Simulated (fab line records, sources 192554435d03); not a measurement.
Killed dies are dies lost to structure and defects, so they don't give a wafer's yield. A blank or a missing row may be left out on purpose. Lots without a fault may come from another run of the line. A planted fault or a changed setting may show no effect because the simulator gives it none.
Chamber matching | flow n5_finfet | N5_STI_FIN_REVEAL_ALD_14 on ald_sin-02: 4 sister chambers
The step deposits Si3N4, target thk 3 nm. 4 wafers are shown with their chamber, then 11 later ones without.

WAFERS WITH THEIR CHAMBER
wafer  | chamber | heater_power_w (W)
L080.5 | 3       | 915
L081.3 | 2       | 854
L081.5 | 0       | 845
L082.2 | 1       | 686

WAFERS WITHOUT THEIR CHAMBER
wafer  | heater_power_w (W)
L082.3 | 918
L082.6 | 679
L083.2 | 878
L083.5 | 855
L083.6 | 673
L089.1 | 892
L089.4 | 865
L089.6 | 667
L095.1 | 882
L095.3 | 846
L095.4 | 704

WHICH CHAMBER EACH WENT THROUGH
wafer  | from the rows above          | in truth
L082.3 | 3                            | 3
L082.6 | 1                            | 1
L083.2 | can't be placed: 2 or 0 or 3 | 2
L083.5 | can't be placed: 2 or 0      | 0
L083.6 | 1                            | 1
L089.1 | can't be placed: 3 or 2 or 0 | 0
L089.4 | can't be placed: 2 or 0      | 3
L089.6 | 1                            | 1
L095.1 | can't be placed: 2 or 3 or 0 | 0
L095.3 | can't be placed: 0 or 2      | 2
L095.4 | 1                            | 1
Placed correctly: 5 of 11. Can't be placed from these rows: 6 (the true chamber is among the candidates in 5). Placed wrongly: 0.
How it was worked out, from the rows above alone: a wafer's distance from a chamber is the root of the sum, over the readings, of the square of ((its reading less the chamber's mean) divided by the reading's scatter). The wafer belongs to the nearest chamber; if the next one is less than 2 further off, it can't be placed. A chamber's mean is the mean of its shown wafers. The scatter: with one shown wafer a chamber, the root of the mean of the squares of how far each hidden wafer lies from its nearest shown one.
